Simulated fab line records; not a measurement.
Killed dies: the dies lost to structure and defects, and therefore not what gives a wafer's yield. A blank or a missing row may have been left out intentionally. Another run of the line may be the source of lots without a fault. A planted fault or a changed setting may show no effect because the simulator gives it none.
A struck lot beside a sound one :: flow n5-finfet :: 21 out of 1938 route steps
Sound: the wafers L430.2, L430.3, L430.6. Struck: wafer L421.6; the same lot's L421.3 was not struck, so it is left out; see the end for the cause.
Order at every step that has rows: each side's tool, ch and its chambers, its first start. Under that, the readings that differ: sound wafers :: struck wafers :: difference of the means :: sigmas: that difference in standard deviations of wafers without a fault.
alike: readings whose means differ by less than 2 such deviations, and words and numbers that are the same on both sides. not compared: withheld readings, readings that some wafer has no value for, bounds like >300 that may hide the same value, and numbers for which the record gives no deviation and whose values overlap.
The two part at a step that has a row with sigmas, a row that says differs or no value, or rows on one side only. Numbers that don't overlap but have no deviation are shown without sigmas and don't part them. A reading missing from all wafers of one side parts the sides only when that side holds two or more wafers.

N5_PASSIVATION_PECVD_00: deposits SiO2 from SiH4/N2O, target thk 200 nm, time 11.2 s.
  sound on pecvd-01 ch 0,2, day 17 22:55; struck on pecvd-01 ch 0, day 15 04:03
reading: heater-power-w (W)
sound: 1009 643 655
struck: 555
difference: -214
sigmas: -2
  alike: rf-fwd-power-W, showerhead-plenum-p-Torr, throttle-valve-pct
then, 1 step without rows for these wafers: N5_MIM_BOT_DEGAS_01 (time 60 s).
N5_MIM_BOT_SPUTTER_00: material TiN, target thk 35 nm, time 89.7 s.
  sound on pvd-sputter-02, day 17 23:29; struck on pvd-sputter-03, day 15 05:41
reading: throttle-valve-pct (%)
sound: 29.8 28.5 27.8
struck: 31.5
difference: +2.8
sigmas: +3
N5_MIM_TOP_ALD_00: deposits Al2O3, purge time 3 s, co reactant pulse time 3 s.
  sound on ald-hk-01 ch 1,2,3, day 17 23:35; struck on ald-hk-02 ch 3, day 15 05:47
  alike: precursor-pulse-height-rel
N5_MIM_TOP_ALD_01: deposits HfO2, target thk 5.6 nm, pulse time 1 s, purge time 3 s.
  sound: ald-hk-01 ch 1,2,3; struck: ald-hk-02 ch 3
  alike: precursor-pulse-height-rel
then, 7 steps without rows for these wafers: N5_MIM_TOP_ALD_02 (deposits Al2O3, purge time 3 s, co reactant pulse time 3 s); N5_MIM_TOP_DEGAS_04 (time 60 s); N5_MIM_TOP_SPUTTER_03 (material TiN, target thk 35 nm, time 89.7 s); N5_MIM_TOP_LITHO_HMDS_01 (time 60 s); N5_MIM_TOP_LITHO_COAT_02; N5_MIM_TOP_LITHO_EBR_04; N5_MIM_TOP_LITHO_SOFTBAKE_03 (time 90 s).
N5_MIM_TOP_LITHO_EXPOSE_05: exposes mask MIM TOP, target cd 2000 nm.
  sound on krf-scanner-01 ch 0, day 18 02:19; struck on krf-scanner-02 ch 0, day 15 07:13
  alike: mask
then, 3 steps without rows for these wafers: N5_MIM_TOP_LITHO_PEB_06; N5_MIM_TOP_LITHO_DEVELOP_07 (develop time 60 s); N5_MIM_TOP_LITHO_HARDBAKE_09 (time 120 s).
N5_MIM_TOP_LITHO_CD_MEAS_08: the cd target is 2000 nm.
  sound on cd-sem-01 ch 0, day 18 02:29; struck on cd-sem-03 ch 0, day 15 07:23
reading: cd-nm (nm)
sound: 1998.5 1997.7 1997.4
struck: 1978.4
difference: -19.5
sigmas: -7
N5_MIM_TOP_LITHO_OVL_MEAS_11:
  sound on overlay-01 ch 0, day 18 02:31; struck on overlay-02 ch 0, day 15 07:25
reading: MIM_TOP_OVL (nm)
sound: 14 11 12
struck: -2
difference: -14
sigmas: -2
N5_MIM_TOP_LITHO_INSPECT_12: inspects for defects (macro).
  sound on defect-inspect-02, day 18 02:32; struck on defect-inspect-02, day 15 07:26
reading: raw-defect-count
sound: 4 3 3
struck: 0
difference: -3
sigmas: -2
N5_MIM_TOP_LITHO_DESCUM_10: chemistry O2, time 7.9 s.
  sound on rie-diel-05 ch 1,2, day 18 03:04; struck on rie-diel-04 ch 3, day 15 07:28
reading: model.MIM_TOP_LITHO.cd-nm (nm)
sound: 1998 1998 1997
struck: 1978
difference: -20
sigmas: 
  alike: chamber-pressure-mTorr, drypump-motor-current-A, oes-product-au, rf-fwd-power-W, rf-vpp-V, showerhead-plenum-p-Torr, throttle-valve-pct
  not compared: rf-hours-counter-h
N5_MIM_TOP_ETCH_ETCH_00: etches TiN in Cl2/BCl3, target depth 38.5 nm.
  sound on rie-metal-02 ch 0,1, day 18 03:09; struck on rie-metal-02 ch 0, day 15 07:38
  alike: chamber-pressure-mTorr, drypump-motor-current-A, oes-product-au, rf-fwd-power-W, throttle-valve-pct
  not compared: rf-hours-counter-h

== WHERE THEY PART ==
Earliest at N5_PASSIVATION_PECVD_00; latest, in this record, at N5_MIM_TOP_LITHO_INSPECT_12. Later steps at which nothing parts them and some readings are alike: N5_MIM_TOP_LITHO_DESCUM_10, N5_MIM_TOP_ETCH_ETCH_00.

WHY: whatever the simulator had introduced
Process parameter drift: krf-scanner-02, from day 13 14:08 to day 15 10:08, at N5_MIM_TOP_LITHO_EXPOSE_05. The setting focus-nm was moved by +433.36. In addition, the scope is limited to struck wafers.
